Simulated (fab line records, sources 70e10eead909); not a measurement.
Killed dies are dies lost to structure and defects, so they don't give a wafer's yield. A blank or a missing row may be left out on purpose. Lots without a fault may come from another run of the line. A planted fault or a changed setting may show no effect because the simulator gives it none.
A struck lot beside a sound one | flow nand_harc | 14 steps out of a route of 1159
Sound: wafers L250.1, L250.2, L250.5. Struck: wafers L269.1, L269.2, L269.6. The cause comes at the end.
At each step with rows: each side's tool, then ch and its chambers, then its first start. Under that, the readings that differ: sound wafers | struck wafers | difference of the means | sigmas: that difference in standard deviations of wafers without a fault.
alike: readings whose means differ by less than 2 such deviations, and words and numbers that are the same on both sides. not compared: withheld readings, readings that some wafer has no value for, bounds like >300 that may hide the same value, and numbers for which the record gives no deviation and whose values overlap.
The two part at a step that has a row with sigmas, a row that says differs or no value, or rows on one side only. Numbers that don't overlap but have no deviation are shown without sigmas and don't part them. A reading that every wafer of one side lacks parts them only if that side has two wafers or more.

first, 8 steps without rows for these wafers: NHARC_P_BONDPAD_HMDS_02 (time 30 s); NHARC_P_BONDPAD_COAT_36 (time 65 s); NHARC_P_BONDPAD_COAT_03 (resist thk 600 nm); NHARC_P_BONDPAD_SOFTBAKE_04 (time 70 s); NHARC_P_BONDPAD_EBR_05; NHARC_P_BONDPAD_EXPOSE_06 (exposes mask P BPAD); NHARC_P_BONDPAD_PEB_07 (peb time 80 s); NHARC_P_BONDPAD_DEVELOP_08 (time 50 s).
NHARC_P_BONDPAD_CD_MEAS_09: target cd 500 nm.
  sound on cd_sem-02 ch 0, day 6 20:46; struck on cd_sem-03 ch 0, day 11 01:17
  alike: cd_nm
NHARC_P_BONDPAD_OVL_MEAS_38:
  sound on overlay-01, day 6 20:52; struck on overlay-02, day 11 01:23
  alike: overlay_x_nm, overlay_y_nm
then, 1 step without rows for these wafers: NHARC_P_BONDPAD_HARDBAKE_10 (time 65 s).
NHARC_P_BONDPAD_DESCUM_11: chemistry O2, time 3 s.
  sound on rie_diel-08 ch 2,3, day 6 20:59; struck on rie_diel-01 ch 0,2,3, day 11 01:33
  alike: drypump_motor_current_A, oes_product_au, rf_vpp_V, showerhead_plenum_p_Torr, throttle_valve_pct
  not compared: rf_hours_counter_h
NHARC_P_BONDPAD_ETCH_37: etches the open film in N2/H2, target depth 60 nm, overetch 18 nm, time 65.91 s.
  sound on rie_diel-08 ch 2,3, day 6 21:04; struck on rie_diel-01 ch 0,2, day 11 01:41
  reading               | sound             | struck            | difference | sigmas
  oes_product_au (a.u.) | 1.033 1.008 1.021 | 0.980 0.980 0.976 | -0.042     | -3
  run_length_s (s)      | 87.2 86.7 87.4    | 70.9 68.9 68.5    | -17.7      | -38
  alike: drypump_motor_current_A, n2_flow_sccm, rf_vpp_V, showerhead_plenum_p_Torr, throttle_valve_pct
  not compared: rf_hours_counter_h
NHARC_P_BONDPAD_ETCH_12: etches the open film in CHF3/O2, target depth 200 nm, time 100 s.
  sound on rie_diel-08 ch 1,2,3; struck on rie_diel-01 ch 1,3
  reading                     | sound       | struck      | difference | sigmas
  drypump_motor_current_A (A) | 6.3 6.5 6.1 | 5.1 5.2 5.1 | -1.2       | -2
  alike: oes_product_au, rf_vpp_V, run_length_s, showerhead_plenum_p_Torr, throttle_valve_pct
  not compared: rf_hours_counter_h

WHERE THEY PART
First at NHARC_P_BONDPAD_ETCH_37; last, within this record, at NHARC_P_BONDPAD_ETCH_12.

WHY: what the simulator had put in
Process parameter drift: rie_diel-01, from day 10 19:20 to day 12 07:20, at NHARC_P_BONDPAD_ETCH_37. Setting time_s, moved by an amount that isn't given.
